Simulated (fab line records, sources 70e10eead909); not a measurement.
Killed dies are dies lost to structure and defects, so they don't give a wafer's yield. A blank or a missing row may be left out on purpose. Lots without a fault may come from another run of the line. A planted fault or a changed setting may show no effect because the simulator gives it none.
One fault seen from 2 desks | flow nand_harc | each desk has only its own numbers; what lay behind them comes last

THE METROLOGY DESK
What the gauges read, lot by lot, whatever tool the lot ran on: means of the sampled wafers that have a number. A lot is out of limits, marked OUT, if its mean lies more than 4 standard deviations from the usual mean; the brackets give that distance.
Columns: A = overlay_x_nm at NHARC_A_M0_OVL_MEAS_10, usual 0.0 nm; B = overlay_y_nm at NHARC_A_M0_OVL_MEAS_10, usual 0.0 nm
lot  | first seen here | A              | B
L537 | day 23 23:16    | -1.5           | 2.2
L540 | day 24 09:50    | -0.1           | 0.7
L541 | day 25 18:44    | -0.0           | -0.5
L542 | day 25 20:04    | 1.1            | -0.7
L544 | day 26 08:23    | -0.9           | 0.5
L547 | day 27 16:47    | -0.5           | 0.2
L548 | day 29 13:29    | 0.6            | 0.6
L554 | day 30 15:16    | 13.7 (+19) OUT | -1.0
L558 | day 32 13:29    | 0.6            | -0.8
L555 | day 32 18:09    | 0.5            | -0.0
L557 | day 32 21:29    | 13.7 (+19) OUT | -0.6
This desk's finding: out of limits on L554, L557; first on L554, day 30 15:16 (overlay_x_nm at NHARC_A_M0_OVL_MEAS_10). In limits: L537, L540, L541, L542, L544, L547, L548, L558, L555.

THE TOOL OWNER'S DESK: arfi_scanner-03
The tool's own readings at NHARC_A_M0_EXPOSE_06 (exposes mask A M0, target cd 80 nm): means of the sampled wafers that have a number, for each lot that ran on this tool. A lot is out of limits, marked OUT, if its mean lies more than 4 standard deviations from the usual mean; the brackets give that distance.
Columns: A = exposure_dose_mJ_cm2 at NHARC_A_M0_EXPOSE_06, usual 83.4
lot  | first seen here | A
L540 | day 24 09:37    | 83.2
L541 | day 25 18:31    | 83.1
L544 | day 26 08:10    | 83.2
L548 | day 29 13:16    | 83.2
L554 | day 30 15:03    | 83.1
L557 | day 32 21:16    | 83.3
This desk's finding: nothing out of limits on any of the 6 lots.

PUT TOGETHER
The metrology desk could have raised an alarm at day 30 15:16, on L554, L557.
The tool owner's desk saw nothing out of limits.
The tool owner's desk has L554, L557 on record, within its limits.
Of the lots named, all ran NHARC_A_M0_EXPOSE_06 on arfi_scanner-03.

WHAT THE SIMULATOR HAD PUT IN
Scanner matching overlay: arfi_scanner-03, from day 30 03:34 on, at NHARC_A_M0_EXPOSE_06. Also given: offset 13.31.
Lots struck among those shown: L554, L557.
Hours from the fault's start to each desk's first reading out of limits: the metrology desk, 12.
